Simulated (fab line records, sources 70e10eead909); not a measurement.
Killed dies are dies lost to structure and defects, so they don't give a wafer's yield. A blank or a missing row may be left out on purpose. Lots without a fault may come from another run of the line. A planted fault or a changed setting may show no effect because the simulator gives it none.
fab line records | flow nand_harc
record lots=7 wafers=21 last_day=34
route steps=1302 shown P_ZERO_WELL@68 P_STI@69
lots that met no fault: from a run of the same line without faults
start_h: hours from the record's first day to the start of the lot's first wafer shown | wait_h: hours since the lot's step before | " the same as in the row above | L1.1+2: a row that stands for several wafers | - no value, or no start given | * or withheld: withheld | < > ~ a bound
route shown NAME@n: a module of which the file shows steps, and the number in the route of the first | usual: mean/standard deviation of fault-free wafers | same: alike in all rows | chamber/n: place in a boat | sites: the reading at each site | _std_site: their standard deviation | _edge_site: outer sites' mean less inner sites' | radius_mm: how far each site lies from the wafer's centre | mask NAME#n: copy n | behind: the tool/chamber that last shaped the wafer | hold: why the lot was held/for how many hours/how that ended | device: the transistor (n, p or np) that didn't switch | end of line: the same wafers' tests at the end of the route | a step without rows: its recipe alone | killed: dies lost to structure and defects at the first sort, not the wafer's yield | map: a wafer's dies, x killed, . not, _ none there
set.NAME: the setting as run; set.NAME@STEP: as run at that earlier step | model.NAME: the simulator's own value behind a step, which no gauge read
lots at some steps of the route; a table a step, a row a wafer
services: from which hour (start_h, from the record's first day; less than 0 if before it) a tool's chamber was out of use, for how many hours, and why
## steps
# step NHARC_P_ZERO_WELL_INSPECT_43
# usual raw_defect_count=13/6
# columns lot.wafer tool chamber start_h wait_h raw_defect_count
L971.1 defect_inspect-01 - 117.62 0.6 7
L971.3 " - " " 6
L971.6 " - " " 7
L972.1 defect_inspect-02 - 127.69 0.6 13
L972.3 " - " " 14
L972.5 " - " " 9
L973.1 defect_inspect-01 - 137.44 0.6 8
L973.5 " - " " 8
L973.6 " - " " 6
L974.1 defect_inspect-01 - 147.72 0.6 7
L974.4 " - " " 5
L974.6 " - " " 14
L975.1 defect_inspect-01 - 157.76 0.6 23
L975.5 " - " " 30
L975.6 " - " " 36
L980.2 defect_inspect-02 - 207.62 0.5 19
L980.3 " - " " 5
L980.4 " - " " 15
L985.2 defect_inspect-01 - 258.03 0.5 12
L985.3 " - " " 14
L985.6 " - " " 13
# step NHARC_P_STI_ETCH_26
# recipe target_depth_a=110 chemistry=dHF material=SiO2
# step NHARC_P_STI_PRECLEAN_27
# recipe time_s=* temp_c=50 bath_age_min=0 chemistry=SC1
# step NHARC_P_STI_SRD_28
# step NHARC_P_STI_OXIDE_29
# recipe target_thk_a=100 temp_c=900 ox_time_s=1362 material=SiO2
# step NHARC_P_STI_HM_DEP_30
# recipe target_thk_a=800 temp_c=790 pressure_mtorr=300 time_s=873 material=Si3N4
# step NHARC_P_STI_DEHYDRATE_01
# recipe temp_c=150 time_s=120
# step NHARC_P_STI_HMDS_02
# recipe time_s=30
# step NHARC_P_STI_COAT_41
# recipe temp_c=200 time_s=65
# step NHARC_P_STI_COAT_03
# recipe spin_rpm=2000 resist_thk_nm=600
# step NHARC_P_STI_SOFTBAKE_04
# recipe temp_c=125 time_s=70
# step NHARC_P_STI_EBR_05
# step NHARC_P_STI_EXPOSE_06
# recipe na=0.55 target_cd_nm=200 dose_mj=37.69 mask_id=P_STI
# usual exposure_dose_mJ_cm2=37.63/0.036 focus_offset_nm=-0.1/0.57
# columns lot.wafer tool chamber start_h wait_h mask exposure_dose_mJ_cm2 focus_offset_nm
L971.1 krf_scanner-04 0 133.43 - P_STI#0 37.59 -0.5
L971.3 " 0 " " P_STI#0 37.59 -1.4
L971.6 " 0 " " P_STI#0 37.60 -0.4
L972.1 krf_scanner-04 0 143.20 - P_STI#0 37.60 -0.5
L972.3 " 0 " " P_STI#0 37.65 -0.6
L972.5 " 0 " " P_STI#0 37.62 0.0
L973.1 krf_scanner-04 - 152.45 - P_STI#0 - -
L973.5 " - " " P_STI#0 - -
L973.6 " - " " P_STI#0 - -
L974.1 krf_scanner-02 - 164.34 - P_STI#0 - -
L974.4 " - " " P_STI#0 - -
L974.6 " - " " P_STI#0 - -
L975.1 krf_scanner-04 - 172.26 - P_STI#0 - -
L975.5 " - " " P_STI#0 - -
L975.6 " - " " P_STI#0 - -
L980.2 krf_scanner-02 0 227.29 - P_STI#0 37.62 -1.2
L980.3 " 0 " " P_STI#0 37.65 0.1
L980.4 " 0 " " P_STI#0 37.58 -0.1
L985.2 krf_scanner-01 0 273.31 - P_STI#0 37.66 -0.3
L985.3 " 0 " " P_STI#0 37.61 -0.3
L985.6 " 0 " " P_STI#0 37.64 0.3
# step NHARC_P_STI_PEB_07
# recipe peb_temp_c=128 peb_time_s=80
## services
# columns tool chamber start_h hours kind
krf_scanner-04 0 113.79 - calibration
krf_scanner-01 - 140.00 4.0 pm
krf_scanner-04 - 176.44 2.4 repair
krf_scanner-04 - 182.00 4.0 pm
krf_scanner-01 0 241.77 - calibration
krf_scanner-02 0 245.09 - calibration
krf_scanner-01 - 247.06 0.3 repair
krf_scanner-02 - 266.00 4.0 pm
## key
first_sign step=NHARC_P_STI_EXPOSE_06 reading=tool_record direction=missing
effect none on later readings
met_at NHARC_P_STI_EXPOSE_06
struck_wafers L973.1,L973.5,L973.6,L974.1,L974.4,L974.6,L975.1,L975.5,L975.6
later_rows_left_out L973.1,L973.5,L973.6,L974.1,L974.4,L974.6,L975.1,L975.5,L975.6
sort_left_out L973.1,L973.5,L973.6,L974.1,L974.4,L974.6,L975.1,L975.5,L975.6
tester_left_out L973,L974,L975
onset_between 143.20 152.45
fault kind=skipped_step_whole tool=krf_scanner-02,krf_scanner-04 chamber=- onset_h=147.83 steps=NHARC_P_STI_EXPOSE_06 scope=struck_lots_only
# tester_left_out: of these lots the tester's yield and bins aren't shown, on N5 and GAA mostly nor the transistor test; their killed dies are dies lost to structure and defects alone, not to doping, threshold or leakage, so they don't give the yield
# sort_left_out: the simulated sort isn't trusted on such a fault, so these wafers' sort isn't shown, and their yield isn't known
# later_rows_left_out: the simulator's readings of these wafers behind a module that went badly wrong aren't trusted and aren't shown, but for the sort
